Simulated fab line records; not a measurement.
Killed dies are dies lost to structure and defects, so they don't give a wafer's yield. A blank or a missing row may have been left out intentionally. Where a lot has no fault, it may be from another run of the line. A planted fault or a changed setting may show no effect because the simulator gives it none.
Chamber matching :: flow nand-harc :: NHARC_A_CHANNEL_FILL_D2_ETCHBACK_20 on rie-diel-11: 4 sister chambers
The step etches the open film in C4F8/O2/Ar, target depth 27 nm, time 13.5 s. 8 wafers are shown with their chamber, then 7 later ones without.

## WAFERS, EACH WITH ITS CHAMBER
wafer: L452.6
chamber: 2
rf-vpp-V (V): 971
oes-product-au (a.u.): 0.994

wafer: L454.4
chamber: 1
rf-vpp-V (V): 979
oes-product-au (a.u.): 0.981

wafer: L456.6
chamber: 2
rf-vpp-V (V): 970
oes-product-au (a.u.): 0.986

wafer: L458.2
chamber: 3
rf-vpp-V (V): 987
oes-product-au (a.u.): 0.993

wafer: L458.4
chamber: 0
rf-vpp-V (V): 980
oes-product-au (a.u.): 1.009

wafer: L458.5
chamber: 1
rf-vpp-V (V): 980
oes-product-au (a.u.): 0.991

wafer: L461.3
chamber: 0
rf-vpp-V (V): 982
oes-product-au (a.u.): 1.010

wafer: L461.5
chamber: 3
rf-vpp-V (V): 986
oes-product-au (a.u.): 0.992

## WAFERS WITH NO CHAMBER GIVEN
wafer: L461.6
rf-vpp-V (V): 982
oes-product-au (a.u.): 1.007

wafer: L473.1
rf-vpp-V (V): 971
oes-product-au (a.u.): 0.930

wafer: L473.4
rf-vpp-V (V): 981
oes-product-au (a.u.): 0.919

wafer: L473.6
rf-vpp-V (V): 982
oes-product-au (a.u.): 0.915

wafer: L472.3
rf-vpp-V (V): 970
oes-product-au (a.u.): 1.000

wafer: L472.4
rf-vpp-V (V): 985
oes-product-au (a.u.): 1.009

wafer: L472.6
rf-vpp-V (V): 980
oes-product-au (a.u.): 0.998

## THE CHAMBER EACH PASSED THROUGH
wafer: L461.6
from the rows above: 0
in truth: 0

wafer: L473.1
from the rows above: 2
in truth: 2

wafer: L473.4
from the rows above: 1
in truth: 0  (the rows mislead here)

wafer: L473.6
from the rows above: can't be placed: 1 or 3
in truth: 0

wafer: L472.3
from the rows above: 2
in truth: 2

wafer: L472.4
from the rows above: can't be placed: 3 or 0
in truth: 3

wafer: L472.6
from the rows above: can't be placed: 1 or 0
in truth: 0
3 of 7 placed correctly. From these rows, 3 cannot be placed; in 2 the true chamber is one of the candidates. Wrongly placed: 1.
How it was worked out, from the rows above alone: a wafer's distance from a chamber is the root of the sum, over the readings, of the square of ((its reading less the chamber's mean) divided by the reading's scatter). If the next closest chamber is less than 2 further off than the closest, the wafer can't be placed; otherwise it belongs to the closest. Each chamber's mean is taken over the wafers shown for it. The scatter: the root of (the sum of the squares of (reading less its chamber's mean) over the shown wafers, divided by (wafers less chambers)).
